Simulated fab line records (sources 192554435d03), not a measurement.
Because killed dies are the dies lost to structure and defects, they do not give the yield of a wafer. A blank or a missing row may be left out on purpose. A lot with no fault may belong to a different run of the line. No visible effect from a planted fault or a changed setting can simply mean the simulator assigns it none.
Lot-split experiment ; flow n5 finfet ; 21 wafers read from 7 lots, route of 1938 steps

== THE SPLIT ITSELF ==
At N5_PASSIVATION_VIA_ETCH_13 (etches SiO2 in CHF3/O2, target depth 660 nm, time 330 s), the setting bias w was moved away from the recipe's 170 W on 5 of the 21 wafers read, by -11.0% to +12.9%. This setting was run at the recipe's value on the other wafers.

The split's own step is where the reading is taken.

== THE READING ==
rf vpp V, in V, at N5_PASSIVATION_VIA_ETCH_13 (etches SiO2 in CHF3/O2, target depth 660 nm, time 330 s). On this fab line, fault-free wafers typically give 524 V with a standard deviation of 5.6 V.

wafer;tool, chamber at the split;bias w as run, W;against the recipe;rf vpp V, V;against lot-mates on the recipe
L075.1;rie diel-04, 3;170;recipe;517;-
L075.2;rie diel-04, 1;170;recipe;527;-
L075.4;rie diel-04, 0;170;recipe;518;-
L079.3;rie diel-04, 0;170;recipe;519;-
L079.4;rie diel-04, 2;170;recipe;522;-
L079.5;rie diel-04, 2;186.5;+9.7%;563;+42
L086.2;rie diel-04, 2;170;recipe;522;-
L086.4;rie diel-04, 3;170;recipe;527;-
L086.6;rie diel-04, 0;180.8;+6.4%;546;+22
L087.3;rie diel-04, 1;191.9;+12.9%;581;+56
L087.5;rie diel-04, 1;170;recipe;528;-
L087.6;rie diel-04, 2;170;recipe;522;-
L091.2;rie diel-03, 1;170;recipe;533;-
L091.3;rie diel-03, 0;170;recipe;516;-
L091.4;rie diel-03, 3;170;recipe;532;-
L096.3;rie diel-01, 3;151.3;-11.0%;485;-35
L096.4;rie diel-01, 0;170;recipe;515;-
L096.5;rie diel-01, 1;170;recipe;525;-
L095.1;rie diel-01, 3;170;recipe;530;-
L095.4;rie diel-01, 1;170;recipe;526;-
L095.5;rie diel-01, 2;189.8;+11.6%;571;+43

THE FIT
A straight line over all 21 wafers: rf vpp V changes by +3.99 V for each +1% of bias w; r = +0.97; the points scatter about the line by 5.4 V.
The same after taking each lot's own level away (the mean of its wafers on the recipe; 21 wafers): +3.83 V for each +1%; r = +0.97; scatter 4.9 V.
On that fit, the largest move of bias w shifts the reading by 49 V.
The lots' own levels span 520.0 to 528.0 V, that is 1.4 times the standard deviation above.
The two slopes are in agreement: the lot-to-lot level therefore moves the slope only a little.
Check: with one of the wafers moved furthest among these (+12.9%) left out of the fit, the line predicts +47.5 V for it against its lot-mates. It came out at +56 V against them.
Tool readings at the split's step, against how far the setting was moved: etch rf on time s r = -0.38; rf vpp V r = +0.97.

== ADDITIONAL SPLITS CARRIED BY THESE WAFERS ==
Note: prior to the reading, these wafers also went through further splits. Each is held against what the fit with the lots' levels taken away leaves over:
other split on the same wafers;wafers away from the commonest value;r with rf vpp V (lot level and that fit taken away)
N5_BEOL_M14_PEB_26 peb temp c;8;-0.25
N5_BEOL_M15_COAT_60 spin rpm;6;+0.06
N5_BEOL_M15_EXPOSE_25 dose mj;6;+0.10
N5_MIM_BOT_ETCH_ETCH_00 bias w;8;-0.05
N5_PASSIVATION_PECVD_55 time s;5;+0.08
N5_PASSIVATION_EXPOSE_07 dose mj;8;-0.03

== FILE'S OWN FIT ==
rf vpp V changes by +3.86 V for each +1% of bias w, r = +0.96.
